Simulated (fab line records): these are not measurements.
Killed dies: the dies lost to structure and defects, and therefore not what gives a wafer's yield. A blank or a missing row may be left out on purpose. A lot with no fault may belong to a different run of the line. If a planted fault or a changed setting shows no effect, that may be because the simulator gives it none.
fab line records    flow n5Finfet
record lots=6  wafers=16  lastDay=17
route steps=1938 shown BEOL_M13@1688 PASSIVATION@1936
lots with no fault: from the same line, run without faults
startH: hours from the record's first day to the start of the lot's first wafer shown    waitH: time in hours since the lot's previous step    " the same as in the row above    L1.1+2: several wafers, shown together as one row    - no value, or no start was given    * or withheld: withheld    < > ~ a bound
route shown NAME@n: names a module that has steps shown in the file, with the first one's number in the route    usual: the fault-free wafers' mean and standard deviation    same: alike in all rows    chamber/n: place in a boat    sites: the reading at each site    _std_site: standard deviation of those values    _edge_site: outer sites' mean less inner sites'    radiusMm: for every site, how far away it sits from the centre of the wafer    mask NAME#n: copy n    behind: the most recent tool/chamber to have shaped the wafer    hold: why the lot went on hold/how many hours it stayed there/how the hold came to an end    device: the transistor (n, p or np) that didn't switch    end of line: the same wafers' tests at the end of the route    where a step has no rows: the recipe by itself    killed: count of dies lost to structure and defects at first sort (not the wafer's yield)    map: the dies of a wafer, with x for killed, . for not killed, _ for no die there
set.NAME: the run value of the setting; set.NAME@STEP: its run value at that earlier step    model.NAME: the simulator's own value behind a step, which no gauge read
a table for each step, a row for each wafer; lots at some steps of the route
services: a tool's chamber out of use, with start hour (startH, from the record's first day; less than 0 if before it), hours out, and reason
## steps
# step N5_BEOL_M13_HARDBAKE_32
# recipe tempC=130  timeS=120
# step N5_BEOL_M13_CD_MEAS_28
# recipe targetCdNm=209.5  landingEnergyEv=500  detector=seInlens
# usual cdNm=209.1/1.7
lot.wafer  tool      chamber  startH  waitH  cdNm
L676.1     cdSem-03  0        247.35  -      208.4
L676.4     "         0        "       "      210.1
L676.5     "         0        "       "      207.6
L678.2     cdSem-01  0        257.47  -      210.3
L678.3     "         0        "       "      210.0
L678.4     "         0        "       "      210.5
L683.2     cdSem-02  0        302.39  -      206.9
L683.6     "         0        "       "      207.7
L686.2     cdSem-02  0        316.37  -      208.1
L686.6     "         0        "       "      206.6
L692.1     cdSem-03  0        344.57  -      208.2
L692.3     "         0        "       "      210.3
L692.6     "         0        "       "      210.5
L697.1     cdSem-03  0        372.83  -      210.4
L697.3     "         0        "       "      210.4
L697.4     "         0        "       "      208.4
# step N5_BEOL_M13_OVL_MEAS_29
# recipe pointsPerWafer=44
# usual M13_OVL=0/5.6
lot.wafer  tool        chamber  startH  waitH  M13_OVL[nm]
L676.1     overlay-01  0        247.38  0.0    -14
L676.4     "           0        "       "      -6
L676.5     "           0        "       "      -6
L678.2     overlay-01  0        257.50  0.0    3
L678.3     "           0        "       "      -6
L678.4     "           0        "       "      1
L683.2     overlay-01  0        302.41  0.0    -5
L683.6     "           0        "       "      0
L686.2     overlay-02  0        316.40  0.0    3
L686.6     "           0        "       "      -1
L692.1     overlay-01  0        344.60  0.0    -2
L692.3     "           0        "       "      0
L692.6     "           0        "       "      5
L697.1     overlay-02  0        372.86  0.0    -2
L697.3     "           0        "       "      -3
L697.4     "           0        "       "      -12
# step N5_BEOL_M13_INSPECT_30
# recipe mode=adi  inspectInstrument=macro
# usual rawDefectCount=1.9/1.3
lot.wafer  tool              chamber  startH  waitH  rawDefectCount
L676.1     defectInspect-02  -        247.41  0.0    1
L676.4     "                 -        "       "      5
L676.5     "                 -        "       "      1
L678.2     defectInspect-01  -        257.53  0.0    1
L678.3     "                 -        "       "      2
L678.4     "                 -        "       "      5
L683.2     defectInspect-01  -        302.44  0.0    1
L683.6     "                 -        "       "      1
L686.2     defectInspect-01  -        316.43  0.0    4
L686.6     "                 -        "       "      1
L692.1     defectInspect-02  -        344.62  0.0    3
L692.3     "                 -        "       "      0
L692.6     "                 -        "       "      3
L697.1     defectInspect-01  -        372.88  0.0    3
L697.3     "                 -        "       "      1
L697.4     "                 -        "       "      4
# step N5_BEOL_M13_DESCUM_33
# recipe chemistry=O2  timeS=7.9  sourcePowerW=50  biasPowerW=20  pressureMtorr=20  rfFrequencyHz=2.712e+07  tempC=40  o2FlowSccm=225
# usual drypumpMotorCurrentA=5.7/0.35  oesProductAu=0.82/0.069  rfVppV=243.7/1.1  showerheadPlenumPTorr=2.12/0.043  tempC=40.00/0.11  throttleValvePct=20.23/0.28
# same timeS=7.9
lot.wafer  tool        chamber  startH  waitH  drypumpMotorCurrentA  oesProductAu  rfHoursCounterH  rfVppV  showerheadPlenumPTorr  tempC  throttleValvePct
L676.1     rieDiel-01  1        247.44  0.0    5.7                   0.84          77               242.9   2.22                   39.86  20.50
L676.4     "           1        "       "      5.7                   0.83          -                244.4   2.22                   39.94  20.48
L676.5     "           2        "       "      5.8                   0.86          -                242.5   2.07                   39.82  20.80
L678.2     rieDiel-05  0        258.17  0.6    5.0                   0.69          238              244.8   2.16                   40.08  20.40
L678.3     "           3        "       "      5.8                   0.86          28               244.7   2.12                   40.03  19.73
L678.4     "           2        "       "      5.7                   0.87          48               243.7   2.11                   40.03  20.04
L683.2     rieDiel-04  3        302.55  0.1    6.1                   0.80          150              243.5   2.12                   40.05  20.17
L683.6     "           2        "       "      6.0                   0.89          -                245.5   2.13                   40.07  20.54
L686.2     rieDiel-05  2        316.46  0.0    5.7                   0.86          62               244.7   2.11                   39.94  20.07
L686.6     "           3        "       "      5.8                   0.83          -                242.5   2.12                   40.01  19.75
L692.1     rieDiel-05  0        344.82  0.2    5.0                   0.96          2                243.6   2.15                   39.83  20.11
L692.3     "           2        "       "      5.7                   0.84          72               244.7   2.11                   39.91  20.09
L692.6     "           2        "       "      5.7                   0.85          -                243.9   2.11                   40.07  20.09
L697.1     rieDiel-04  0        372.91  0.0    5.4                   0.69          233              244.7   2.13                   39.98  20.37
L697.3     "           3        "       "      6.1                   0.76          170              242.9   2.11                   39.99  20.20
L697.4     "           3        "       "      6.1                   0.77          -                242.9   2.11                   40.13  20.21
# step N5_BEOL_M13_ETCH_67
# recipe chemistry=CF4  target=SiARC  targetDepthA=1430  timeS=238.3  ionEnergyEv=80  pressureMtorr=40  sourceW=545  biasW=36  Ar_flow_sccm=100  cf4FlowSccm=100  ends=cleared
# step N5_BEOL_M13_ETCH_68
# recipe chemistry=N2/H2  target=SOC  maskMaterial=SiARC  sourceW=3000  biasW=350  tempC=40  timeS=355  ionEnergyEv=200  pressureMtorr=30  n2FlowSccm=200  h2FlowSccm=200
# step N5_BEOL_M13_STRIP_69
# recipe chemistry=N2/H2  tempC=40  n2FlowSccm=200  h2FlowSccm=200  rfFrequencyHz=6e+07
# step N5_BEOL_M13_TRENCH_ETCH_34
# recipe chemistry=C4F8/O2/Ar  target=SiOC  targetDepthA=4134.7  maskMaterial=SOC  pressureMtorr=30  sourceW=3000  biasW=700  Ar_flow_sccm=400  C4F8_flow_sccm=15  O2_flow_sccm=8  heInnerTorr=15  heOuterTorr=30  timeS=162.6  ionEnergyEv=250
# step N5_BEOL_M13_STRIP_70
# recipe chemistry=C4F8/O2/Ar  resist=SiARC  rfFrequencyHz=6e+07
# step N5_BEOL_M13_OCD_MEAS_35
# usual trenchDepthNm=414/6.3
lot.wafer  tool    chamber  startH  waitH  trenchDepthNm
L676.1     ocd-01  -        248.02  0.0    419
L676.4     "       -        "       "      419
L676.5     "       -        "       "      413
L678.2     ocd-01  -        258.75  0.0    409
L678.3     "       -        "       "      405
L678.4     "       -        "       "      418
L683.2     ocd-02  -        303.13  0.0    419
L683.6     "       -        "       "      423
L686.2     ocd-02  -        317.04  0.0    415
L686.6     "       -        "       "      402
L692.1     ocd-01  -        345.40  0.0    420
L692.3     "       -        "       "      417
L692.6     "       -        "       "      413
L697.1     ocd-01  -        373.49  0.0    415
L697.3     "       -        "       "      412
L697.4     "       -        "       "      414
# step N5_BEOL_M13_STRIP_37
# recipe chemistry=N2/H2  powerW=1000  tempC=250  h2Frac=0.65  overashFraction=0.3  pressureMtorr=withheld  n2FlowSccm=1750  h2FlowSccm=3250
# step N5_BEOL_M13_ETCH_38
# recipe chemistry=CF4/N2  target=SiCN  targetDepthA=675  taperDeg=2  timeS=71.9  ionEnergyEv=150  maskMaterial=SiO2  pressureMtorr=40  sourceW=430  biasW=70  Ar_flow_sccm=100  cf4FlowSccm=60  n2FlowSccm=60
# usual drypumpMotorCurrentA=5.7/0.35  oesProductAu=0.83/0.072  rfVppV=382.8/1.5  showerheadPlenumPTorr=2.23/0.049  throttleValvePct=15.26/0.2
# same timeS=71.9
lot.wafer  tool        chamber  startH  waitH  drypumpMotorCurrentA  oesProductAu  rfHoursCounterH  rfVppV  showerheadPlenumPTorr  throttleValvePct  model.etch.depthNm  model.SiOC_of_BEOL_M13_ILD_DEP_00.thkNm
L676.1     rieDiel-01  2        248.14  -      5.8                   0.86          55               380.7   2.17                   15.58             58.15               800.2
L676.4     "           1        "       "      5.7                   0.80          -                383.5   2.32                   15.44             54.52               805.4
L676.5     "           3        "       "      6.2                   0.90          -                381.8   2.17                   15.03             57.43               801
L678.2     rieDiel-05  2        259.22  -      5.7                   0.85          49               384.5   2.23                   15.15             55.56               784.2
L678.3     "           0        "       "      5.0                   0.70          239              382.6   2.27                   15.41             58.93               795
L678.4     "           1        "       "      5.6                   0.82          70               381.1   2.24                   15.31             56.08               795.4
L683.2     rieDiel-01  3        303.24  -      6.2                   1.20          39               380.5   2.17                   15.11             92.72               777.2
L683.6     "           0        "       "      5.6                   1.24          -                381.3   2.16                   15.18             91.83               759.6
L686.2     rieDiel-01  3        318.34  -      6.2                   1.18          44               381.2   2.16                   15.12             92.19               754.2
L686.6     "           0        "       "      5.6                   1.21          -                380.9   2.16                   15.21             91.65               765.8
L692.1     rieDiel-05  1        346.24  -      5.6                   0.79          94               385.0   2.23                   15.36             55.57               789.2
L692.3     "           3        "       "      5.8                   0.81          52               383.7   2.26                   15.00             53.61               798.6
L692.6     "           3        "       "      5.8                   0.79          -                383.4   2.26                   14.98             53.3                801.8
L697.1     rieDiel-05  1        376.97  -      5.6                   0.78          103              383.7   2.23                   15.38             55.28               789.6
L697.3     "           2        "       "      5.7                   0.81          81               382.2   2.22                   15.23             55.64               781.6
L697.4     "           3        "       "      5.8                   0.79          61               383.6   2.26                   15.00             53.83               797.8
# step N5_BEOL_M13_PRECLEAN_39
# recipe chemistry=residueRemover  timeS=60  tempC=40
# step N5_BEOL_M13_SRD_40
# recipe timeS=30  tempC=23  rinseLiquid=diw  dry=n2Spin  spinRpm=1500  dryTimeS=30
# step N5_BEOL_M13_DEGAS_41
# recipe ambient=vacuum  tempC=250  timeS=60
# usual heaterPowerW=332/15  susceptorTempC=250.00/0.18
# same timeS=60
lot.wafer  tool           chamber  startH  waitH  heaterPowerW  susceptorTempC
L676.1     pvdSputter-01  -        248.37  0.1    342           249.94
L676.4     "              -        "       "      323           249.99
L676.5     "              -        "       "      331           249.79
L678.2     pvdSputter-03  -        259.67  0.3    315           250.03
L678.3     "              -        "       "      367           250.00
L678.4     "              -        "       "      341           250.03
L683.2     pvdSputter-01  -        303.61  0.2    350           250.04
L683.6     "              -        "       "      339           249.83
L686.2     pvdSputter-01  -        319.08  0.6    323           250.09
L686.6     "              -        "       "      321           249.84
L692.1     pvdSputter-02  -        346.73  0.3    344           249.93
L692.3     "              -        "       "      302           250.25
L692.6     "              -        "       "      295           249.82
L697.1     pvdSputter-03  -        377.47  0.3    364           250.21
L697.3     "              -        "       "      344           249.95
L697.4     "              -        "       "      337           250.01
# step N5_BEOL_M13_PRE_CLEAN_42
# recipe gas=H2/He  timeS=30  tempC=250
# usual heaterPowerW=331/15  susceptorTempC=250.01/0.17
# same timeS=30
lot.wafer  tool           chamber  startH  waitH  heaterPowerW  susceptorTempC
L676.1     pvdSputter-01  -        248.41  0.0    341           249.92
L676.4     "              -        "       "      323           250.37
L676.5     "              -        "       "      324           249.83
L678.2     pvdSputter-03  -        259.71  0.0    315           249.84
L678.3     "              -        "       "      363           250.03
L678.4     "              -        "       "      344           250.05
L683.2     pvdSputter-01  -        303.65  0.0    348           250.08
L683.6     "              -        "       "      334           249.89
L686.2     pvdSputter-01  -        319.12  0.0    324           249.90
L686.6     "              -        "       "      323           249.80
L692.1     pvdSputter-02  -        346.77  0.0    348           250.18
L692.3     "              -        "       "      300           250.33
L692.6     "              -        "       "      309           250.20
L697.1     pvdSputter-03  -        377.51  0.0    353           249.96
L697.3     "              -        "       "      341           250.16
L697.4     "              -        "       "      326           250.04
# step N5_BEOL_M13_SPUTTER_43
# recipe material=TaN  targetThkA=150  tempC=50  biasV=168.6  powerW=15000  chamberPressurePa=0.12  timeS=24.19
# usual susceptorTempC=49.98/0.12  throttleValvePct=29.7/0.71
# same timeS=24.19
lot.wafer  tool           chamber  startH  waitH  susceptorTempC  throttleValvePct
L676.1     pvdSputter-01  -        248.46  0.0    50.12           29.9
L676.4     "              -        "       "      49.99           29.1
L676.5     "              -        "       "      49.98           28.5
L678.2     pvdSputter-03  -        259.75  0.0    49.93           29.3
L678.3     "              -        "       "      49.96           31.1
L678.4     "              -        "       "      50.00           30.1
L683.2     pvdSputter-01  -        303.69  0.0    50.09           29.7
L683.6     "              -        "       "      50.00           29.4
L686.2     pvdSputter-01  -        319.16  0.0    50.17           28.8
L686.6     "              -        "       "      49.71           29.6
L692.1     pvdSputter-02  -        346.81  0.0    49.88           28.4
L692.3     "              -        "       "      50.02           30.1
L692.6     "              -        "       "      50.08           30.1
L697.1     pvdSputter-03  -        377.55  0.0    50.34           31.1
L697.3     "              -        "       "      50.21           30.3
L697.4     "              -        "       "      49.96           30.6
# step N5_BEOL_M13_SPUTTER_44
# recipe material=Ta  targetThkA=100  tempC=50  biasV=80  powerW=15000  chamberPressurePa=0.07  timeS=16.13
# usual susceptorTempC=50.04/0.11  throttleValvePct=29.7/0.72
# same timeS=16.13
lot.wafer  tool           chamber  startH  waitH  susceptorTempC  throttleValvePct
L676.1     pvdSputter-01  -        248.55  0.0    50.24           29.5
L676.4     "              -        "       "      49.91           29.0
L676.5     "              -        "       "      49.97           29.0
L678.2     pvdSputter-03  -        259.83  0.0    49.97           29.2
L678.3     "              -        "       "      50.09           31.2
L678.4     "              -        "       "      49.95           30.1
L683.2     pvdSputter-01  -        303.77  0.0    50.09           29.6
L683.6     "              -        "       "      50.21           29.7
L686.2     pvdSputter-01  -        319.24  0.0    49.86           29.1
L686.6     "              -        "       "      50.18           29.9
L692.1     pvdSputter-02  -        346.89  0.0    50.21           28.4
L692.3     "              -        "       "      50.07           30.1
L692.6     "              -        "       "      50.11           29.6
L697.1     pvdSputter-03  -        377.63  0.0    50.03           31.0
L697.3     "              -        "       "      50.12           30.5
L697.4     "              -        "       "      49.99           30.5
# step N5_BEOL_M13_SPUTTER_45
# recipe material=Cu  targetThkA=800  tempC=-20  biasV=60  powerW=26000  chamberPressurePa=0.13  timeS=13.33
# step N5_BEOL_M13_ECD_47
# recipe material=Cu  targetThkA=9360
# step N5_BEOL_M13_ANNEAL_48
# recipe tempC=225  timeS=90  ambient=N2
# step N5_BEOL_M13_CMP_49
# recipe stopOn=SiOC  tOverpolishS=17.1  downForcePsi=1  platenRpm=50  clearingPlatenDownForcePsi=1.5  clearingPlatenRpm=50  postCmpClean=cuAlkaline  targetThkNm=420  clearingPlatenPadVelocityMS=0.99484  padVelocityMS=0.99484
# usual barrierFieldEndpointS=30.3/0.99  motorCurrentA=6.1/0.56  overpolishRunS=17.099/0.0095
lot.wafer  tool    chamber  startH  waitH  barrierFieldEndpointS  motorCurrentA  overpolishRunS  model.SiOC_of_BEOL_M13_ILD_DEP_00.thkNm
L676.1     cmp-04  0        249.40  0.4    31.3                   6.6            17.100          790.2
L676.4     "       1        "       "      29.8                   5.4            17.102          795.4
L676.5     "       3        "       "      31.1                   5.4            17.096          791.2
L678.2     cmp-01  1        260.57  0.2    29.0                   6.9            17.098          774.2
L678.4     "       2        "       "      29.1                   6.7            17.098          785.4
L678.3     "       0        "       "      28.7                   6.5            17.095          785
L683.2     cmp-02  1        304.46  0.2    29.5                   6.4            17.111          767.2
L683.6     "       1        "       "      29.3                   6.3            17.095          749.6
L686.2     cmp-02  0        319.94  0.2    29.9                   5.5            17.113          744.2
L686.6     "       3        "       "      32.0                   5.9            17.086          755.8
L692.1     cmp-01  1        347.62  0.3    30.0                   6.9            17.107          779.2
L692.3     "       2        "       "      30.9                   6.9            17.088          788.8
L692.6     "       0        "       "      30.7                   6.4            17.079          791.8
L697.1     cmp-02  2        378.32  0.3    29.8                   5.6            17.085          779.6
L697.4     "       3        "       "      31.2                   5.9            17.100          787.8
L697.3     "       0        "       "      30.8                   5.4            17.092          771.6
# step N5_BEOL_M13_THK_MEAS_50
# recipe thkMeasGauge=xrf  reads=Cu_of_BEOL_M13_ECD_47
# usual M13_THK=430/7.4
lot.wafer  tool          chamber  startH  waitH  M13_THK[nm]
L676.1     filmMetro-02  -        249.62  -      440
L676.4     "             -        "       "      436
L676.5     "             -        "       "      430
L678.2     filmMetro-01  -        260.87  -      423
L678.3     "             -        "       "      419
L678.4     "             -        "       "      433
L683.2     filmMetro-01  -        304.72  -      439
L683.6     "             -        "       "      439
L686.2     filmMetro-01  -        320.20  -      433
L686.6     "             -        "       "      424
L692.1     filmMetro-02  -        347.84  -      433
L692.3     "             -        "       "      432
L692.6     "             -        "       "      427
L697.1     filmMetro-02  -        378.58  -      427
L697.3     "             -        "       "      428
L697.4     "             -        "       "      431
# step N5_PASSIVATION_PROBE_49
# usual defectLimitedYield=91.4/1.4  killed_at_M0_to_M3=34/8.9  killed_at_M4_up=13/4.6  killedAtContacts=12/5.5  killedAtFrontEnd=41/11  killedAtOther=3.1/2.9  killedDies=102/16  killedOpen=66/11  killedShort=34/7.6  sort_bin_4_leakage=0.01/0.14  sort_bin_5_function=5.1/0.89  sort_bin_6_memory=3.2/0.61  sort_bin_8_speed=0.02/0.12  sortNPass=1078/16  sortYieldPct=91.3/1.4
# same grossDies=1180  killedAtBackSide=0
lot.wafer  tool       chamber  startH  waitH  defectLimitedYield[%]  killed_at_M0_to_M3  killed_at_M4_up  killedAtContacts  killedAtFrontEnd  killedAtOther  killedDies  killedOpen  killedShort  sort_bin_4_leakage[%]  sort_bin_5_function[%]  sort_bin_6_memory[%]  sort_bin_8_speed[%]  sortNPass  sortYieldPct[%]
L676.1     prober-01  -        277.52  0.0    89.6                   52                  19               9                 43                0              123         72          49           0.25                   6.1                     4.2                   0                    1054       89.3
L676.4     prober-01  -        277.67  0.2    92.5                   33                  19               5                 26                6              89          58          30           0                      5.0                     2.4                   0                    1091       92.5
L676.5     prober-01  -        277.72  0.2    93.0                   38                  8                10                26                1              83          61          21           0                      3.7                     2.9                   0                    1097       93.0
L678.2     prober-01  -        286.06  0.1    93.1                   35                  9                11                23                4              82          51          31           0                      4.6                     2.3                   0                    1098       93.1
L678.3     prober-01  -        286.11  0.1    92.0                   31                  13               9                 33                8              94          62          31           0                      4.7                     2.9                   0.08                 1085       91.9
L678.4     prober-01  -        286.16  0.2    93.4                   21                  14               15                27                1              78          55          23           0                      3.6                     2.7                   0                    1102       93.4
L686.2     prober-01  -        346.67  0.1    92.3                   24                  12               23                30                2              91          63          28           0                      4.7                     2.6                   0                    1089       92.3
L686.6     prober-01  -        346.87  0.3    91.1                   25                  13               12                53                2              105         75          30           0                      5.3                     3.5                   0                    1075       91.1
# killed by level:class
L676.1 BEOL_M0_SAQP:geometricParticle:open=12 BEOL_M3:geometricParticle:open=12 FIN_SAQP:geometricParticle:short=10 MOL_CONTACT_COAG:geometricParticle:open=9 BEOL_M0_SAQP:geometricParticle:short=9 FIN_SAQP:geometricParticle:open=7 GATE_CUT:geometricParticle:short=7 BEOL_M4:geometricParticle:open=6
L676.4 BEOL_M2:geometricParticle:open=11 BEOL_M4:geometricParticle:open=8 BEOL_M3:geometricParticle:open=6 GATE_CUT:geometricParticle:open=5 GATE_CUT:geometricParticle:short=5 BEOL_M0_SAQP:geometricParticle:short=5 FIN_SAQP:geometricParticle:open=4 FIN_SAQP:geometricParticle:short=4
L676.5 BEOL_M3:geometricParticle:open=19 FIN_SAQP:geometricParticle:open=10 MOL_CONTACT_COAG:geometricParticle:open=9 FIN_SAQP:geometricParticle:short=6 BEOL_M1:geometricParticle:open=5 BEOL_M0_SAQP:geometricParticle:open=3 BEOL_M2:geometricParticle:open=3 BEOL_M5:geometricParticle:open=3
L678.2 MOL_CONTACT_COAG:geometricParticle:open=10 BEOL_M1:geometricParticle:open=10 BEOL_M0_SAQP:geometricParticle:short=7 FIN_SAQP:geometricParticle:open=6 BEOL_M0_SAQP:geometricParticle:open=6 BEOL_M1:geometricParticle:short=6 DUMMY_GATE:geometricParticle:open=4 FIN_SAQP:geometricParticle:short=3
L678.3 BEOL_M1:geometricParticle:open=9 FIN_SAQP:geometricParticle:short=8 MOL_CONTACT_COAG:geometricParticle:open=8 BEOL_M0_SAQP:geometricParticle:open=6 BEOL_M4:geometricParticle:open=6 GATE_CUT:geometricParticle:open=5 PAD_METAL:geometricParticle:short=5 BEOL_M3:geometricParticle:open=5
L678.4 MOL_CONTACT_COAG:geometricParticle:open=13 BEOL_M5:geometricParticle:open=8 BEOL_M1:geometricParticle:open=6 GATE_CUT:geometricParticle:short=5 FIN_SAQP:geometricParticle:open=4 BEOL_M2:geometricParticle:open=4 FIN_SAQP:geometricParticle:short=3 STI_FIN_REVEAL:geometricParticle:open=3
L686.2 MOL_CONTACT_COAG:geometricParticle:open=19 STI_FIN_REVEAL:geometricParticle:open=7 BEOL_M0_SAQP:geometricParticle:short=7 BEOL_M4:geometricParticle:open=7 FIN_SAQP:geometricParticle:open=5 FIN_SAQP:geometricParticle:short=4 MOL_CONTACT_COAG:geometricParticle:short=4 BEOL_M0_SAQP:geometricParticle:open=4
L686.6 FIN_SAQP:geometricParticle:open=15 STI_FIN_REVEAL:geometricParticle:open=13 MOL_CONTACT_COAG:geometricParticle:open=11 FIN_SAQP:geometricParticle:short=9 BEOL_M0_SAQP:geometricParticle:open=8 BEOL_M4:geometricParticle:open=7 BEOL_M0_SAQP:geometricParticle:short=5 STI_FIN_REVEAL:geometricParticle:short=4
## services
tool           chamber  startH  hours  kind
cmp-01         -        223.68  0.3    repair
rieDiel-05     0        231.27  1.3    repair
rieDiel-01     2        241.99  4.6    repair
cmp-02         -        244.64  4.0    pm
rieDiel-05     -        266.35  15.6   pm
cmp-01         -        272.34  2.0    repair
cmp-02         -        277.85  2.9    repair
rieDiel-01     2        279.08  5.3    repair
cmp-04         -        285.28  2.5    repair
cmp-02         -        290.07  2.5    repair
rieDiel-05     0        301.90  5.6    repair
cmp-01         -        307.40  6.7    repair
rieDiel-05     0        319.78  -      clean
rieDiel-05     0        319.78  -      consumableReplace:focusRing
rieDiel-05     0        319.78  18.1   scheduledDown
cmp-02         -        321.75  4.9    repair
rieDiel-01     3        339.32  3.9    repair
cmp-04         -        346.21  3.6    pm
rieDiel-05     1        352.70  1.2    repair
rieDiel-01     2        358.50  3.5    repair
pvdSputter-01  -        366.77  2.1    repair
rieDiel-04     2        368.45  6.1    repair
rieDiel-05     2        370.24  2.6    repair
rieDiel-01     -        376.60  0.3    repair
## key
firstSign step=N5_BEOL_M13_ETCH_38  reading=oesProductAu  direction=up  sigmas=5.3  usual=0.83  struck=1.21
effect none on later readings
modelEffect step=N5_BEOL_M13_ETCH_38  value=etch.depthNm  without=57.57  struck=92.1
modelEffect step=N5_BEOL_M13_CMP_49  value=SiOC_of_BEOL_M13_ILD_DEP_00.thkNm  without=782.8  struck=754.2
metAt N5_BEOL_M13_ETCH_38
struckWafers L683.2,L683.6,L686.2,L686.6
onsetBetween 248.14 303.24
fault kind=processParameterDrift  tool=rieDiel-01  chamber=-  onsetH=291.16  steps=N5_BEOL_M13_ETCH_38  channel=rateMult  offset=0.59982  shape=step  endH=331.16  scope=struckWafersOnly
